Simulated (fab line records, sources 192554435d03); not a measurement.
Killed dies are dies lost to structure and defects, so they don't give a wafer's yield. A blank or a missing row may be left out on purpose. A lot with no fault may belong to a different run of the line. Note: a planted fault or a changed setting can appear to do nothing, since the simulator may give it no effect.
Chamber matching | flow n5 finfet | 4 sister chambers for N5_MOL_CONTACT_COAG_ALD_20 on ald metal-03
The step deposits TiN, target thk 1.5 nm, pulse time 1 s, purge time 3 s. 32 wafers are shown with their chamber, then 12 later ones without.

## WAFERS WITH THEIR CHAMBER
wafer  | chamber | heater power w (W) | precursor pulse height rel | chamber pressure Torr (Torr)
L074.1 | 0       | 810                | 0.977                      | 3.009
L074.4 | 3       | 855                | 1.010                      | 2.997
L074.6 | 3       | 843                | 0.990                      | 3.009
L075.2 | 0       | 787                | 0.990                      | 3.007
L075.4 | 2       | 936                | 1.014                      | 3.005
L075.5 | 3       | 871                | 1.041                      | 3.002
L078.1 | 3       | 861                | 0.995                      | 2.996
L078.2 | 2       | 938                | 0.990                      | 3.007
L078.4 | 0       | 805                | 0.991                      | 2.996
L080.2 | 1       | 956                | 1.011                      | 3.001
L080.3 | 0       | 813                | 0.980                      | 2.997
L080.4 | 3       | 869                | 1.017                      | 3.000
L082.3 | 3       | 870                | 1.018                      | 2.993
L082.4 | 2       | 936                | 1.005                      | 3.006
L082.6 | 1       | 945                | 1.006                      | 2.992
L084.1 | 2       | 953                | 0.990                      | 2.998
L084.3 | 1       | 934                | 0.983                      | 3.001
L084.5 | 1       | 953                | 1.011                      | 3.003
L085.2 | 2       | 933                | 0.984                      | 2.993
L085.4 | 0       | 801                | 0.997                      | 2.999
L085.6 | 0       | 818                | 0.987                      | 2.997
L086.1 | 1       | 947                | 1.001                      | 3.000
L086.2 | 2       | 947                | 0.984                      | 3.010
L086.3 | 0       | 820                | 1.010                      | 3.009
L088.1 | 2       | 938                | 1.001                      | 3.011
L088.4 | 0       | 794                | 1.031                      | 3.001
L088.5 | 0       | 794                | 0.993                      | 2.994
L089.4 | 3       | 850                | 1.010                      | 3.004
L089.6 | 2       | 934                | 0.985                      | 2.995
L091.1 | 1       | 972                | 1.002                      | 3.001
L091.2 | 3       | 863                | 1.010                      | 3.004
L091.4 | 2       | 935                | 0.996                      | 3.010

SIGNATURES (means of the wafers above)
reading                    | chamber 0 | chamber 1 | chamber 2 | chamber 3 | scatter within a chamber
heater power w             | 804.67    | 951.17    | 938.89    | 860.25    | 10.3
precursor pulse height rel | 0.99511   | 1.00233   | 0.99433   | 1.01137   | 0.0137
chamber pressure Torr      | 3.00100   | 2.99967   | 3.00389   | 3.00062   | 0.0057
Rule: distance of a wafer from a chamber = root of the sum over the readings of ((wafer's reading minus chamber's mean) / reading's scatter) squared. The wafer belongs to the nearest chamber; if the next one is less than 2 further off, it can't be placed. The scatter: the root of (the sum of the squares of (reading less its chamber's mean) over the shown wafers, divided by (wafers less chambers)).

## WAFERS WHOSE CHAMBER IS MISSING
wafer  | heater power w (W) | precursor pulse height rel | chamber pressure Torr (Torr)
L092.2 | 850                | 1.006                      | 2.999
L092.4 | 965                | 1.030                      | 3.000
L092.5 | 838                | 0.994                      | 3.001
L093.2 | 854                | 1.003                      | 2.993
L093.4 | 813                | 1.030                      | 3.006
L093.6 | 933                | 0.970                      | 2.988
L095.1 | 947                | 1.009                      | 3.002
L095.3 | 826                | 1.007                      | 3.009
L095.6 | 971                | 0.981                      | 2.996
L097.1 | 970                | 0.992                      | 2.997
L097.3 | 807                | 1.001                      | 3.009
L097.6 | 830                | 1.004                      | 3.000

## WHICH CHAMBER EACH WENT THROUGH
wafer  | from the rows above     | in truth
L092.2 | 3                       | 3
L092.4 | can't be placed: 1 or 2 | 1
L092.5 | can't be placed: 3 or 0 | 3
L093.2 | 3                       | 3
L093.4 | 0                       | 0
L093.6 | can't be placed: 2 or 1 | 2
L095.1 | can't be placed: 1 or 2 | 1
L095.3 | can't be placed: 0 or 3 | 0
L095.6 | can't be placed: 1 or 2 | 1
L097.1 | can't be placed: 1 or 2 | 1
L097.3 | 0                       | 0
L097.6 | can't be placed: 0 or 3 | 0
Correctly placed: 4 of 12. Not placeable from these rows: 8 (in 8, the candidates include the true chamber). 0 placed wrongly.
